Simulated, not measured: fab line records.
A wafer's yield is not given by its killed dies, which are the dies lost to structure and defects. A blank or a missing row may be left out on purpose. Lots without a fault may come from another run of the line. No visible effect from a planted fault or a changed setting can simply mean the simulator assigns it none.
fab line records ; flow n5-finfet ; part 2 of 2: steps 24 to 35 of 35
[record] lots = 5; wafers = 15; last-day = 17
route steps=1938 shown PAD_METAL@1893 PASSIVATION@1897
lots with no fault: from the same line, run without faults
start-h: start of the lot's first displayed wafer, in hours after the record's first day ; wait-h: how many hours have passed since the lot's step before this one ; " the same as in the row above ; L1.1+2: one row covering several wafers at once ; - value missing, or start not given ; * or withheld: withheld ; < > ~ a bound
route shown NAME@n: a module of which the file shows steps, and the number in the route of the first ; usual: mean/standard deviation taken from wafers without a fault ; same: alike in all rows ; chamber/n: place in a boat ; sites: per-site readings ; _std_site: the standard deviation of these ; _edge_site: outer sites' mean less inner sites' ; radius-mm: for every site, how far away it sits from the centre of the wafer ; mask NAME#n: copy n ; behind: the last tool/chamber to shape the wafer ; hold: why the lot was held/for how many hours/how that ended ; device: transistor that didn't switch, given as n, p or np ; end of line: tests of these same wafers at the route's end ; for a step that has no rows: nothing shown but its recipe ; killed: dies lost to structure and defects at the first sort, not the wafer's yield ; map: dies across one wafer; x = killed, . = not, _ = none there
set.NAME: the setting that was run; set.NAME@STEP: the one run at that earlier step ; model.NAME: the simulator's own value behind a step, which no gauge read
a table for each step, a row for each wafer; lots at some steps of the route
services: a tool's chamber out of use, with start hour (start-h, from the record's first day; less than 0 if before it), hours out, and reason
[[steps]]
[step N5_PASSIVATION_PECVD_35]
[recipe] material = SiNx; target-thk-a = 7000; temp-c = 400; precursor = SiH4/NH3/N2; pressure-torr = 4.9; rf-w = 1406; time-s = 151.3
[usual] heater-power-w = 339/66; showerhead-plenum-p-Torr = 8.65/0.11; throttle-valve-pct = 29.5/1.8
[same] time-s = 151.3
lot.wafer;tool;chamber;start-h;wait-h;heater-power-w;showerhead-plenum-p-Torr;throttle-valve-pct
L086.1;pecvd-03;2;350.31;0.1;249;8.69;27.5
L086.2;pecvd-03;1;350.31;0.1;250;8.71;26.7
L086.5;pecvd-03;2;350.31;0.1;281;8.66;27.6
L088.2;pecvd-02;2;379.86;0.1;392;8.50;28.0
L088.3;pecvd-02;0;379.86;0.1;372;8.68;30.8
L088.6;pecvd-02;1;379.86;0.1;341;8.66;29.2
L093.1;pecvd-03;1;395.39;0.1;258;8.71;26.5
L093.4;pecvd-03;0;395.39;0.1;389;8.77;28.6
L093.6;pecvd-03;1;395.39;0.1;280;8.69;26.6
L096.1;pecvd-04;0;399.80;0.1;355;8.59;32.8
L096.4;pecvd-04;0;399.80;0.1;375;8.59;33.1
L096.6;pecvd-04;2;399.80;0.1;195;8.56;29.2
L094.2;pecvd-04;2;406.94;0.1;202;8.60;28.7
L094.3;pecvd-04;0;406.94;0.1;328;8.61;33.0
L094.6;pecvd-04;2;406.94;0.1;241;8.55;28.9
[step N5_PASSIVATION_HMDS_37]
[recipe] time-s = 60; temp-c = 120
[usual] exhaust-pa = 45.1/0.95
[same] time-s = 60
lot.wafer;tool;chamber;start-h;wait-h;exhaust-pa
L086.1;litho-track-03;0;350.45;0.1;45.8
L086.2;litho-track-03;0;350.45;0.1;45.0
L086.5;litho-track-03;0;350.45;0.1;44.5
L088.2;litho-track-04;0;380.00;0.1;44.3
L088.3;litho-track-04;0;380.00;0.1;44.0
L088.6;litho-track-04;0;380.00;0.1;44.3
L093.1;litho-track-03;0;395.53;0.1;45.1
L093.4;litho-track-03;0;395.53;0.1;44.9
L093.6;litho-track-03;0;395.53;0.1;44.0
L096.1;litho-track-04;0;399.94;0.1;46.4
L096.4;litho-track-04;0;399.94;0.1;45.1
L096.6;litho-track-04;0;399.94;0.1;43.1
L094.2;litho-track-03;0;407.07;0.1;45.7
L094.3;litho-track-03;0;407.07;0.1;44.3
L094.6;litho-track-03;0;407.07;0.1;45.3
[step N5_PASSIVATION_COAT_38]
[recipe] spin-rpm = 3000; resist-thk-nm = withheld
[usual] exhaust-pa = 45.0/0.99
lot.wafer;tool;chamber;start-h;wait-h;exhaust-pa
L086.1;litho-track-03;0;-;-;44.8
L086.2;litho-track-03;0;-;-;46.2
L086.5;litho-track-03;0;-;-;46.6
L088.2;litho-track-04;0;-;-;45.4
L088.3;litho-track-04;0;-;-;44.6
L088.6;litho-track-04;0;-;-;44.1
L093.1;litho-track-03;0;-;-;43.8
L093.4;litho-track-03;0;-;-;43.2
L093.6;litho-track-03;0;-;-;44.6
L096.1;litho-track-04;0;-;-;45.1
L096.4;litho-track-04;0;-;-;44.2
L096.6;litho-track-04;0;-;-;44.2
L094.2;litho-track-03;0;-;-;44.5
L094.3;litho-track-03;0;-;-;45.3
L094.6;litho-track-03;0;-;-;44.2
[step N5_PASSIVATION_EBR_40]
[recipe] solvent = PGMEA; ebr-width-mm = 1.5
[usual] exhaust-pa = 44.9/1
lot.wafer;tool;chamber;start-h;wait-h;exhaust-pa
L086.1;litho-track-03;0;-;-;45.7
L086.2;litho-track-03;0;-;-;45.5
L086.5;litho-track-03;0;-;-;45.8
L088.2;litho-track-04;0;-;-;43.8
L088.3;litho-track-04;0;-;-;43.4
L088.6;litho-track-04;0;-;-;45.4
L093.1;litho-track-03;0;-;-;44.0
L093.4;litho-track-03;0;-;-;44.1
L093.6;litho-track-03;0;-;-;44.0
L096.1;litho-track-04;0;-;-;44.6
L096.4;litho-track-04;0;-;-;44.0
L096.6;litho-track-04;0;-;-;43.3
L094.2;litho-track-03;0;-;-;44.2
L094.3;litho-track-03;0;-;-;42.8
L094.6;litho-track-03;0;-;-;43.9
[step N5_PASSIVATION_SOFTBAKE_39]
[recipe] temp-c = 110; time-s = 120
[usual] exhaust-pa = 44.8/0.8
[same] time-s = 120
lot.wafer;tool;chamber;start-h;wait-h;exhaust-pa
L086.1;litho-track-03;0;-;-;44.9
L086.2;litho-track-03;0;-;-;43.7
L086.5;litho-track-03;0;-;-;43.3
L088.2;litho-track-04;0;-;-;44.8
L088.3;litho-track-04;0;-;-;46.3
L088.6;litho-track-04;0;-;-;45.6
L093.1;litho-track-03;0;-;-;45.3
L093.4;litho-track-03;0;-;-;46.0
L093.6;litho-track-03;0;-;-;45.2
L096.1;litho-track-04;0;-;-;45.1
L096.4;litho-track-04;0;-;-;43.8
L096.6;litho-track-04;0;-;-;44.7
L094.2;litho-track-03;0;-;-;44.4
L094.3;litho-track-03;0;-;-;43.5
L094.6;litho-track-03;0;-;-;44.3
[step N5_PASSIVATION_EXPOSE_41]
[recipe] mask-id = PASS_OPEN; na = 0.55; defocus-nm = 0; source-shape = conventional; sigma-outer = 0.8; polarization = unpolarized; target-cd-nm = 40000; dose-mj = 57.25
[same] na = 0.55
lot.wafer;tool;chamber;start-h;wait-h;mask
L086.1+2+5;krf-scanner-01;0;350.56;-;PASS_OPEN#0
L088.2+3+6;krf-scanner-01;0;380.12;-;PASS_OPEN#0
L093.1+4+6;krf-scanner-01;0;395.65;-;PASS_OPEN#0
L096.1+4+6;krf-scanner-01;0;400.06;-;PASS_OPEN#0
L094.2+3+6;krf-scanner-02;0;407.32;-;PASS_OPEN#0
[step N5_PASSIVATION_PEB_42]
[recipe] peb-temp-c = withheld; peb-time-s = *
[usual] exhaust-pa = 44.9/0.97
lot.wafer;tool;chamber;start-h;wait-h;exhaust-pa
L086.1;litho-track-04;0;350.62;0.1;42.9
L086.2;litho-track-04;0;350.62;0.1;44.3
L086.5;litho-track-04;0;350.62;0.1;44.3
L088.2;litho-track-04;0;380.17;0.0;45.2
L088.3;litho-track-04;0;380.17;0.0;43.3
L088.6;litho-track-04;0;380.17;0.0;45.1
L093.1;litho-track-03;0;395.71;0.1;46.3
L093.4;litho-track-03;0;395.71;0.1;44.8
L093.6;litho-track-03;0;395.71;0.1;45.6
L096.1;litho-track-04;0;400.12;0.1;44.2
L096.4;litho-track-04;0;400.12;0.1;46.0
L096.6;litho-track-04;0;400.12;0.1;45.6
L094.2;litho-track-03;0;407.37;0.0;43.3
L094.3;litho-track-03;0;407.37;0.0;44.1
L094.6;litho-track-03;0;407.37;0.0;44.2
[step N5_PASSIVATION_DEVELOP_43]
[recipe] develop-time-s = 60; rinse-liquid = diw; dry = air-spin; dev-temp-c = 21
[usual] exhaust-pa = 45.0/0.98
lot.wafer;tool;chamber;start-h;wait-h;exhaust-pa
L086.1;litho-track-04;0;-;-;46.5
L086.2;litho-track-04;0;-;-;45.4
L086.5;litho-track-04;0;-;-;45.6
L088.2;litho-track-04;0;-;-;45.7
L088.3;litho-track-04;0;-;-;45.2
L088.6;litho-track-04;0;-;-;45.6
L093.1;litho-track-03;0;-;-;44.3
L093.4;litho-track-03;0;-;-;43.9
L093.6;litho-track-03;0;-;-;43.6
L096.1;litho-track-04;0;-;-;43.7
L096.4;litho-track-04;0;-;-;45.8
L096.6;litho-track-04;0;-;-;45.0
L094.2;litho-track-03;0;-;-;45.6
L094.3;litho-track-03;0;-;-;46.3
L094.6;litho-track-03;0;-;-;45.6
[step N5_PASSIVATION_HARDBAKE_45]
[recipe] temp-c = 130; time-s = 120
[usual] exhaust-pa = 45.3/0.87
[same] time-s = 120
lot.wafer;tool;chamber;start-h;wait-h;exhaust-pa
L086.1;litho-track-04;0;-;-;43.3
L086.2;litho-track-04;0;-;-;44.4
L086.5;litho-track-04;0;-;-;44.9
L088.2;litho-track-04;0;-;-;45.1
L088.3;litho-track-04;0;-;-;44.8
L088.6;litho-track-04;0;-;-;43.9
L093.1;litho-track-03;0;-;-;45.6
L093.4;litho-track-03;0;-;-;45.6
L093.6;litho-track-03;0;-;-;45.0
L096.1;litho-track-04;0;-;-;45.9
L096.4;litho-track-04;0;-;-;46.3
L096.6;litho-track-04;0;-;-;44.5
L094.2;litho-track-03;0;-;-;42.9
L094.3;litho-track-03;0;-;-;45.0
L094.6;litho-track-03;0;-;-;44.0
[step N5_PASSIVATION_CD_MEAS_44]
[recipe] target-cd-nm = 40000; landing-energy-ev = 500; detector = se-inlens
[usual] cd-nm = 39999/5.9
lot.wafer;tool;chamber;start-h;wait-h;cd-nm
L086.1;cd-sem-01;0;350.74;-;40007
L086.2;cd-sem-01;0;350.74;-;40009
L086.5;cd-sem-01;0;350.74;-;39999
L088.2;cd-sem-01;0;380.29;-;40005
L088.3;cd-sem-01;0;380.29;-;40008
L088.6;cd-sem-01;0;380.29;-;39996
L093.1;cd-sem-03;0;395.83;-;40013
L093.4;cd-sem-03;0;395.83;-;40012
L093.6;cd-sem-03;0;395.83;-;40003
L096.1;cd-sem-03;0;400.24;-;39991
L096.4;cd-sem-03;0;400.24;-;40002
L096.6;cd-sem-03;0;400.24;-;39996
L094.2;cd-sem-02;0;407.49;-;40012
L094.3;cd-sem-02;0;407.49;-;40003
L094.6;cd-sem-02;0;407.49;-;40001
[step N5_PASSIVATION_OVL_MEAS_66]
[recipe] points-per-wafer = 44
[usual] PASS_OPEN_OVL = 3/5.2
lot.wafer;tool;chamber;start-h;wait-h;PASS_OPEN_OVL[nm]
L086.1;overlay-02;0;350.77;0.0;7
L086.2;overlay-02;0;350.77;0.0;6
L086.5;overlay-02;0;350.77;0.0;8
L088.2;overlay-01;0;380.32;0.0;8
L088.3;overlay-01;0;380.32;0.0;12
L088.6;overlay-01;0;380.32;0.0;2
L093.1;overlay-02;0;395.86;0.0;4
L093.4;overlay-02;0;395.86;0.0;7
L093.6;overlay-02;0;395.86;0.0;10
L096.1;overlay-02;0;400.27;0.0;1
L096.4;overlay-02;0;400.27;0.0;-2
L096.6;overlay-02;0;400.27;0.0;1
L094.2;overlay-01;0;407.52;0.0;-5
L094.3;overlay-01;0;407.52;0.0;-2
L094.6;overlay-01;0;407.52;0.0;1
[step N5_PASSIVATION_INSPECT_67]
[recipe] mode = adi; inspect-instrument = macro
[usual] raw-defect-count = 1.9/1.6
lot.wafer;tool;chamber;start-h;wait-h;raw-defect-count
L086.1;defect-inspect-01;-;350.80;0.0;5
L086.2;defect-inspect-01;-;350.80;0.0;2
L086.5;defect-inspect-01;-;350.80;0.0;0
L088.2;defect-inspect-02;-;380.35;0.0;1
L088.3;defect-inspect-02;-;380.35;0.0;0
L088.6;defect-inspect-02;-;380.35;0.0;3
L093.1;defect-inspect-02;-;395.88;0.0;3
L093.4;defect-inspect-02;-;395.88;0.0;2
L093.6;defect-inspect-02;-;395.88;0.0;2
L096.1;defect-inspect-01;-;400.29;0.0;3
L096.4;defect-inspect-01;-;400.29;0.0;2
L096.6;defect-inspect-01;-;400.29;0.0;0
L094.2;defect-inspect-02;-;407.55;0.0;2
L094.3;defect-inspect-02;-;407.55;0.0;2
L094.6;defect-inspect-02;-;407.55;0.0;3
[[services]]
tool;chamber;start-h;hours;kind
pecvd-03;-;341.62;1.6;repair
krf-scanner-01;-;346.86;0.8;pm
pecvd-02;1;351.65;2.1;scheduled-down
krf-scanner-02;-;353.25;4.4;pm
krf-scanner-01;0;357.04;-;calibration
rie-diel-03;0;357.48;-;clean
rie-diel-03;0;357.48;-;consumable-replace:focus-ring
rie-diel-03;0;357.48;17.5;scheduled-down
rie-diel-03;0;357.48;17.5;vent-cycle
rie-diel-01;3;359.84;-;clean
rie-diel-01;3;359.84;-;consumable-replace:focus-ring
rie-diel-01;3;359.84;24.6;scheduled-down
rie-diel-01;3;359.84;24.6;vent-cycle
krf-scanner-02;-;360.72;4.9;repair
rie-diel-03;1;362.98;15.7;repair
pecvd-03;0;363.38;14.3;repair
rie-metal-02;1;364.99;7.1;repair
pvd-sputter-02;-;371.63;0.5;repair
pecvd-04;-;373.74;0.6;repair
rie-diel-03;-;375.35;15.6;pm
rie-diel-01;-;394.24;10.0;pm
pecvd-02;-;399.50;2.8;pm
wet-bench-05;-;399.87;2.3;repair
rie-diel-01;-;404.24;2.8;pm
